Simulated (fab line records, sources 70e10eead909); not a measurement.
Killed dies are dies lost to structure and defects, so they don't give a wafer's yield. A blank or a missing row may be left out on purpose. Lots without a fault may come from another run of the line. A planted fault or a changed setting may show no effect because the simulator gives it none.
A struck lot beside a sound one | flow nand_harc | 15 steps out of a route of 1159
Sound: wafers L185.1, L185.3, L185.5. Struck: wafers L184.4, L184.6. (L184.3 of the same lot was not struck and is left out.) The cause comes at the end.
At each step with rows: each side's tool, then ch and its chambers, then its first start. Under that, the readings that differ: sound wafers | struck wafers | difference of the means | sigmas: that difference in standard deviations of wafers without a fault.
alike: readings whose means differ by less than 2 such deviations, and words and numbers that are the same on both sides. not compared: withheld readings, readings that some wafer has no value for, bounds like >300 that may hide the same value, and numbers for which the record gives no deviation and whose values overlap.
The two part at a step that has a row with sigmas, a row that says differs or no value, or rows on one side only. Numbers that don't overlap but have no deviation are shown without sigmas and don't part them. A reading that every wafer of one side lacks parts them only if that side has two wafers or more.

first, 4 steps without rows for these wafers: NHARC_P_BONDPAD_EBR_05; NHARC_P_BONDPAD_EXPOSE_06 (exposes mask P BPAD); NHARC_P_BONDPAD_PEB_07 (peb time 80 s); NHARC_P_BONDPAD_DEVELOP_08 (time 50 s).
NHARC_P_BONDPAD_CD_MEAS_09: target cd 500 nm.
  sound on cd_sem-03 ch 0, day 11 08:59; struck on cd_sem-03 ch 0, day 11 10:29
  alike: cd_nm
NHARC_P_BONDPAD_OVL_MEAS_38:
  sound on overlay-01, day 11 09:04; struck on overlay-02, day 11 10:35
  reading           | sound       | struck | difference | sigmas
  overlay_x_nm (nm) | -13 -13 -12 | 10 10  | +23        | +3
  alike: overlay_y_nm
then, 1 step without rows for these wafers: NHARC_P_BONDPAD_HARDBAKE_10 (time 65 s).
NHARC_P_BONDPAD_DESCUM_11: chemistry O2, time 3 s.
  sound on rie_diel-09 ch 1,2,3, day 11 09:13; struck on rie_diel-09 ch 1,3, day 11 10:43
  alike: drypump_motor_current_A, o2_flow_sccm, oes_product_au, rf_vpp_V, showerhead_plenum_p_Torr, throttle_valve_pct
  not compared: rf_hours_counter_h
NHARC_P_BONDPAD_ETCH_37: etches the open film in N2/H2, target depth 60 nm, overetch 18 nm, time 65.91 s.
  sound on rie_diel-09 ch 0,2,3, day 11 09:17; struck on rie_diel-09 ch 1,2, day 11 10:47
  alike: drypump_motor_current_A, oes_product_au, rf_vpp_V, showerhead_plenum_p_Torr, throttle_valve_pct
  not compared: rf_hours_counter_h
NHARC_P_BONDPAD_ETCH_12: etches the open film in CHF3/O2, target depth 200 nm, time 100 s.
  sound on rie_diel-09 ch 1,2,3; struck on rie_diel-09 ch 1,2
  reading               | sound             | struck      | difference | sigmas
  oes_product_au (a.u.) | 0.976 0.956 0.947 | 0.921 0.907 | -0.046     | -2
  alike: drypump_motor_current_A, o2_flow_sccm, rf_vpp_V, showerhead_plenum_p_Torr, throttle_valve_pct
  not compared: rf_hours_counter_h
NHARC_P_BONDPAD_CD_MEAS_13:
  sound on cd_sem-02, day 11 09:30; struck on cd_sem-03, day 11 11:01
  alike: cd_nm
NHARC_P_BONDPAD_STRIP_15: strips in O2.
  sound on rie_diel-09 ch 0,1,3, day 11 09:35; struck on rie_diel-04 ch 0,2, day 11 11:05
  alike: drypump_motor_current_A, o2_flow_sccm, oes_product_au, rf_vpp_V, showerhead_plenum_p_Torr, throttle_valve_pct
  not compared: rf_hours_counter_h
NHARC_P_BONDPAD_ETCH_24: etches the open film in CF4/N2, target depth 30 nm, time 72.99 s.
  sound on rie_diel-09 ch 1,2,3, day 11 09:44; struck on rie_diel-04 ch 0, day 11 11:14
  reading               | sound             | struck      | difference | sigmas
  oes_product_au (a.u.) | 0.985 1.004 0.990 | 0.858 0.852 | -0.138     | -17
  alike: drypump_motor_current_A, rf_vpp_V, showerhead_plenum_p_Torr, throttle_valve_pct
  not compared: rf_hours_counter_h
then, 1 step without rows for these wafers: NHARC_P_BONDPAD_STRIP_16 (strips in post etch residue remover, time 600 s).
-- the record jumps here: 12 days lie between the struck wafers' starts before and after (it left off in module P_BONDPAD and takes up again in module END, whose first step shown is number 1159 of the route) --
NHARC_END_SORT_01:
  the record has rows for the struck wafers here (prober-02 ch 0, day 23 22:44) and none for the sound ones

WHERE THEY PART
First at NHARC_P_BONDPAD_OVL_MEAS_38; last, within this record, at NHARC_END_SORT_01.

WHY: what the simulator had put in
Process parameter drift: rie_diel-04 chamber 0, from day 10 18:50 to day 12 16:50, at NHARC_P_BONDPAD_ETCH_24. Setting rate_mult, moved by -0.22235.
